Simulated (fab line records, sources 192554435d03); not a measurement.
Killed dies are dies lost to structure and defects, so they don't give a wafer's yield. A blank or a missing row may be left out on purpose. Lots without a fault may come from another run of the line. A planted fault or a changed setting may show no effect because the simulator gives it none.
A struck lot beside a sound one | flow n5_finfet | 39 steps out of a route of 1938
Sound: wafers L776.1, L776.2, L776.3. Struck: wafer L768.5. (L768.1, L768.2 of the same lot were not struck and are left out.) The cause comes at the end.
At each step with rows: each side's tool, then ch and its chambers, then its first start. Under that, the readings that differ: sound wafers | struck wafers | difference of the means | sigmas: that difference in standard deviations of wafers without a fault.
alike: readings whose means differ by less than 2 such deviations, and words and numbers that are the same on both sides. not compared: withheld readings, readings that some wafer has no value for, bounds like >300 that may hide the same value, and numbers for which the record gives no deviation and whose values overlap.
The two part at a step that has a row with sigmas, a row that says differs or no value, or rows on one side only. Numbers that don't overlap but have no deviation are shown without sigmas and don't part them. A reading that every wafer of one side lacks parts them only if that side has two wafers or more.

first, 10 steps without rows for these wafers: N5_DUMMY_GATE_ETCH_23 (etches poly-Si in HBr/Cl2/O2, target depth 41 nm, time 22.3 s); N5_DUMMY_GATE_ETCH_44 (etches poly-Si in HBr/O2, stops on SiO2, target depth 127.5 nm); N5_DUMMY_GATE_ETCH_42 (etches SiO2 in CHF3/O2, target depth 3.5 nm, time 31 s); N5_DUMMY_GATE_STRIP_48 (strips in N2/H2, time 20 s); N5_DUMMY_GATE_PRECLEAN_33 (cleans in dHF, time 10 s); N5_DUMMY_GATE_PRECLEAN_25 (cleans in O3/DIW, time 45 s); N5_DUMMY_GATE_PRECLEAN_51 (cleans in SC2, time 45 s); N5_DUMMY_GATE_SRD_26 (time 30 s); N5_DUMMY_GATE_UV_OZONE_45 (time 120 s); N5_SPACER0_ALD_07 (deposits SiNx, target thk 2 nm).
N5_SPACER0_ALD_00: deposits SiOCN, target thk 3.5 nm, pulse time 3 s, purge time 2 s.
  sound on ald_sin-01 ch 0,1,3, day 8 18:24; struck on ald_sin-04 ch 2, day 6 18:52
  reading                                   | sound       | struck | difference | sigmas
  ald_cycles                                | 58 58 58    | 44     | -14        |
  model.SiOCN_of_SPACER0_ALD_00.thk_nm (nm) | 3.4 3.4 3.4 | 2.6    | -0.8       |
  alike: heater_power_w, precursor_pulse_height_rel, susceptor_temp_C
then, 25 steps without rows for these wafers: N5_SPACER0_ALD_08 (deposits SiNx, target thk 2 nm); N5_SD_EPI_N_COAT_32 (time 60 s, resist thk 350 nm); N5_SD_EPI_N_COAT_33 (time 60 s, resist thk 35 nm); N5_SD_EPI_N_COAT_03 (resist thk 150 nm); N5_SD_EPI_N_EBR_05; N5_SD_EPI_N_SOFTBAKE_04 (time 60 s); N5_SD_EPI_N_EXPOSE_06 (exposes mask SD N BLK, target cd 120 nm); N5_SD_EPI_N_PEB_07 (peb time 60 s); N5_SD_EPI_N_DEVELOP_08 (develop time 30 s); N5_SD_EPI_N_DESCUM_14 (chemistry O2, time 7.9 s); N5_SD_EPI_N_ETCH_34 (etches SiARC in CF4, target depth 45.5 nm, time 75.8 s); N5_SD_EPI_N_ETCH_35 (etches SOC in N2/H2, overetch 108 nm, time 486 s); N5_SD_EPI_N_STRIP_36 (strips in N2/H2); N5_SD_EPI_N_ETCHBACK_44 (etches SiNx in CH3F/O2, stops on SiO2, target depth 14.5 nm); N5_SD_EPI_N_ETCH_45 (etches SiOCN in CH3F/O2, target depth 6 nm); N5_SD_EPI_N_ETCH_16 (etches SiO2 in CHF3/O2, target depth 5 nm); N5_SD_EPI_N_STRIP_47 (strips in CHF3/O2); N5_SD_EPI_N_SD_RECESS_17 (chemistry HBr/Cl2/O2, target depth 41 nm, time 23.7 s, bt time 3 s); N5_SD_EPI_N_STRIP_38 (strips in N2/H2); N5_SD_EPI_N_WET_ETCH_43 (etches SiO2 in dHF, time 14 s, target depth 1.5 nm); N5_SD_EPI_N_STRIP_18 (strips in SPM, time 750 s); N5_SD_EPI_N_SRD_20 (time 30 s); N5_SD_EPI_N_PRECLEAN_48 (cleans in NF3:NH3, afs cycles 2, time 20 s, sublimation time 60 s); N5_SD_EPI_N_VAPOR_ETCH_50 (etches Si in HCl, time 54 s); N5_SD_EPI_N_EPI_21 (deposits Si:P, time 690 s).
N5_SD_EPI_P_PRECLEAN_32: cleans in dHF, time 10 s.
  sound on wet_bench-01 ch 1,3,6, day 9 03:22; struck on wet_bench-03 ch 4, day 7 05:35
  reading                                   | sound       | struck | difference | sigmas
  model.SiOCN_of_SPACER0_ALD_00.thk_nm (nm) | 3.4 3.4 3.4 | 2.6    | -0.8       |
-- the record jumps here: 7 days lie between the struck wafers' starts before and after (it left off in module SD_EPI_P and takes up again in module BEOL_M4, whose first step shown is number 1111 of the route) --
N5_BEOL_M4_RC_MEAS_101:
  sound on prober-02 ch 0, day 14 20:02; struck on prober-02 ch 0, day 13 19:15
  reading            | sound             | struck | difference | sigmas
  DIBL_N (mV/V)      | 35.3 37.0 36.2    | 42.3   | +6.1       | +4
  IOFF_N (nA/um)     | 0.16 0.19 0.17    | 0.25   | +0.08      | +3
  IOFF_N_85C (nA/um) | 3.3 3.7 3.4       | 4.5    | +1.0       | +2
  IOFF_P (nA/um)     | 0.22 0.24 0.26    | 0.33   | +0.09      | +3
  IOFF_P_85C (nA/um) | 3.9 4.2 4.4       | 5.2    | +1.0       | +2
  IOFF_P_LIN (nA/um) | 0.108 0.113 0.120 | 0.147  | +0.033     | +3
  REXT_N (ohm.um)    | 74.3 73.9 73.7    | 66.8   | -7.2       | -4
  REXT_P (ohm.um)    | 96.8 100.1 95.5   | 91.1   | -6.4       | -3
  VT_P_LVT (mV)      | -96.3 -95.9 -94.2 | -90.0  | +5.5       | +2
  alike: DIBL_P, IOFF_N_LIN, ION_N, ION_P, SS_N, SS_P, VT_N, VT_P
-- the record jumps here: 5 days lie between the struck wafers' starts before and after (it left off in module BEOL_M4 and takes up again in module PASSIVATION, whose first step shown is number 1936 of the route) --
N5_PASSIVATION_PROBE_49:
  sound on prober-01, day 20 02:19; struck on prober-02, day 18 20:36
  reading         | sound   | struck | difference | sigmas
  killed_at_M4_up | 10 5 19 | 24     | +13        | +2
  alike: defect_limited_yield, killed_at_M0_to_M3, killed_at_contacts, killed_at_front_end, killed_at_other, killed_dies, killed_open, killed_short, sort_bin_5_function, sort_bin_6_memory, sort_n_pass, sort_yield_pct
  not compared: sort_bin_4_leakage

WHERE THEY PART
First at N5_BEOL_M4_RC_MEAS_101; last, within this record, at N5_PASSIVATION_PROBE_49.

WHY: what the simulator had put in
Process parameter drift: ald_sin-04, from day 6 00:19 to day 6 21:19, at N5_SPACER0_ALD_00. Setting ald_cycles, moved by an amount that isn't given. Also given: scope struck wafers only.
